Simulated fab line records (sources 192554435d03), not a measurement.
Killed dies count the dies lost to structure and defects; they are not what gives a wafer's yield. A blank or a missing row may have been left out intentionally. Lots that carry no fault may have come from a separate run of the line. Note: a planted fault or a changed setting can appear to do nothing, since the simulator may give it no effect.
Matching of chambers	flow n5 finfet	N5_BEOL_M0_SAQP_CUT_ETCH_46 on rie diel-04: 4 sister chambers
The step etches SOC in N2/H2, target depth 135 nm, overetch 27 nm, time 202.5 s. 8 wafers are shown with their chamber, then 7 later ones without.

== WAFERS, EACH WITH ITS CHAMBER ==
wafer	chamber	drypump motor current A (A)	showerhead plenum p Torr (Torr)
L077.6	3	6.4	2.57
L081.3	3	6.4	2.57
L082.3	1	5.7	2.53
L082.6	0	5.3	2.60
L085.4	1	5.6	2.53
L085.6	2	4.8	2.43
L088.1	2	4.7	2.43
L088.3	0	5.3	2.59

== WAFERS WITHOUT THEIR CHAMBER ==
wafer	drypump motor current A (A)	showerhead plenum p Torr (Torr)
L088.5	5.7	2.53
L092.2	5.6	2.53
L092.4	6.4	2.56
L092.6	5.6	2.53
L095.1	4.8	2.43
L095.2	5.6	2.52
L095.4	5.3	2.59

== WHICH CHAMBER EACH WENT THROUGH ==
wafer	from the rows above	in truth
L088.5	1	1
L092.2	1	1
L092.4	3	3
L092.6	1	1
L095.1	2	2
L095.2	1	1
L095.4	0	0
7 of 7 placed correctly. Number that these rows cannot place: 0. Placed wrongly: 0.
How it was worked out, from the rows above alone: a wafer's distance from a chamber is the root of the sum, over the readings, of the square of ((its reading less the chamber's mean) divided by the reading's scatter). If the next closest chamber is less than 2 further off than the closest, the wafer can't be placed; otherwise it belongs to the closest. For every chamber, the mean is computed from those of its wafers that are shown. The scatter: the root of (the sum of the squares of (reading less its chamber's mean) over the shown wafers, divided by (wafers less chambers)).
